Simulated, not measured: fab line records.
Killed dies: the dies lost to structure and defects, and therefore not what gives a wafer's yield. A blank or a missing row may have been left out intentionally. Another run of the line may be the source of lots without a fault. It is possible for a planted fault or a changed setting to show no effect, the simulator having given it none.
Comparing a struck lot with a sound one :: flow n5Finfet :: 16 out of 1938 route steps
Sound: these wafers, L183.2, L183.3, L183.6. Struck: wafer L179.2 (left out: L179.4, a lot-mate that was not struck); the cause follows at the end.
Per side, at each step with rows, come the tool, then ch with its chambers, and then its first start. Under that, the readings that differ: sound wafers :: struck wafers :: difference of the means :: sigmas: that difference in standard deviations of wafers without a fault.
alike: same words and numbers on both sides, and readings whose means sit less than 2 such deviations apart. not compared: any withheld reading, any reading some wafer has no value for, any bound like >300 that may hide the same value, and any number with overlapping values for which the record gives no deviation.
The two part at a step that has a row with sigmas, a row that says differs or no value, or rows on one side only. Numbers that don't overlap but have no deviation are shown without sigmas and don't part them. A reading missing from all wafers of one side parts the sides only when that side holds two or more wafers.

first, 4 steps without rows for these wafers: N5_SDB_SOFTBAKE_06 (time 60 s); N5_SDB_EXPOSE_08 (exposes mask SDB); N5_SDB_PEB_09 (peb time 60 s); N5_SDB_DEVELOP_10 (develop time 30 s).
N5_SDB_CD_MEAS_11: the cd target is 50 nm.
  sound on cdSem-02 ch 0, day 7 21:43; struck on cdSem-03 ch 0, day 7 02:22
  alike: cdNm
N5_SDB_OVL_MEAS_12:
  sound on overlay-01 ch 0, day 7 21:45; struck on overlay-01 ch 0, day 7 02:24
reading: SDB_OVL (nm)
sound: -0.8 -1.0 -0.9
struck: 0.7
difference: +1.6
sigmas: +2
N5_SDB_INSPECT_13: inspects for defects (brightfield).
  struck on defectInspect-02, day 7 02:26; sound on defectInspect-02, day 7 21:47
  alike: rawDefectCount
N5_SDB_DESCUM_16: chemistry O2, time 7.9 s.
  sound on rieDiel-03 ch 0,2,3, day 7 21:49; struck on rieDiel-05 ch 3, day 7 02:28
reading: throttleValvePct (%)
sound: 20.34 20.50 20.91
struck: 20.07
difference: -0.51
sigmas: -2
  alike: drypumpMotorCurrentA, oesProductAu, rfVppV, showerheadPlenumPTorr
  not compared: rfHoursCounterH
N5_SDB_ETCH_17: etches SiARC in CF4, target depth 23.4 nm, time 39 s.
  sound on rieDiel-03 ch 0,2,3, day 7 21:51; struck on rieDiel-05 ch 3, day 7 02:30
  alike: drypumpMotorCurrentA, etchRfOnTimeS, mfcArSccm, oesProductAu, rfVppV, showerheadPlenumPTorr, throttleValvePct
  not compared: rfHoursCounterH
N5_SDB_ETCH_18: etches SOC in N2/H2, target depth 100 nm, overetch 20 nm, time 150 s.
  sound on rieDiel-03 ch 0,2,3, day 7 21:53; struck on rieDiel-05 ch 3, day 7 02:32
  alike: drypumpMotorCurrentA, oesProductAu, rfVppV, showerheadPlenumPTorr, throttleValvePct
  not compared: rfHoursCounterH
then, 1 step without rows for these wafers: N5_SDB_STRIP_19 (strips in N2/H2).
N5_SDB_STRIP_21: strips in CF4.
  sound on rieDiel-03 ch 0,2,3, day 7 22:01; struck on rieDiel-05 ch 3, day 7 02:40
reading: powerW (W)
sound: 301.9 300.9 299.9
struck: 298.9
difference: -2.0
sigmas: -2
  alike: drypumpMotorCurrentA, oesProductAu, rfVppV, showerheadPlenumPTorr, throttleValvePct
  not compared: rfHoursCounterH
N5_SDB_HM_OPEN_20: chemistry CH3F/O2, target SiNx, stops on poly-Si, target depth 24 nm.
  sound on rieDiel-03 ch 0,2,3, day 7 22:02; struck on rieDiel-05 ch 3, day 7 02:41
reading: model.SOC_of_SDB_COAT_03.thkNm (nm)
sound: 83.6 84 84.4
struck: 77.2
difference: -6.8
sigmas: 
  alike: O2_flow_sccm, drypumpMotorCurrentA, mfcArSccm, oesProductAu, rfVppV, showerheadPlenumPTorr, throttleValvePct
  not compared: rfHoursCounterH
N5_SDB_STRIP_22: strips in N2/H2.
  sound on plasmaAsher-01 ch 1, day 7 22:07; struck on plasmaAsher-02 ch 0, day 7 02:46
reading: oesProductAu (a.u.)
sound: 0.713 0.715 0.711
struck: 0.699
difference: -0.014
sigmas: -3

reading: stripTimeToEndpointS (s)
sound: 95.8 96.2 96.5
struck: 89.9
difference: -6.3
sigmas: -16
  alike: drypumpMotorCurrentA, heaterPowerW
  not compared: rfHoursCounterH
then, 1 step without rows for these wafers: N5_SDB_PRECLEAN_23 (cleans in dHF, time 30 s).
-- the record jumps here: 8 days lie between the struck wafers' starts before and after (it left off in module SDB and takes up again in module PASSIVATION, whose first step shown is number 1936 of the route) --
N5_PASSIVATION_PROBE_49:
  only the struck wafers here have rows in the record (prober-01, day 15 12:27); the sound ones have none

WHERE THEY PART
First at N5_SDB_OVL_MEAS_12; last, within this record, at N5_PASSIVATION_PROBE_49.

WHY: whatever the simulator had introduced
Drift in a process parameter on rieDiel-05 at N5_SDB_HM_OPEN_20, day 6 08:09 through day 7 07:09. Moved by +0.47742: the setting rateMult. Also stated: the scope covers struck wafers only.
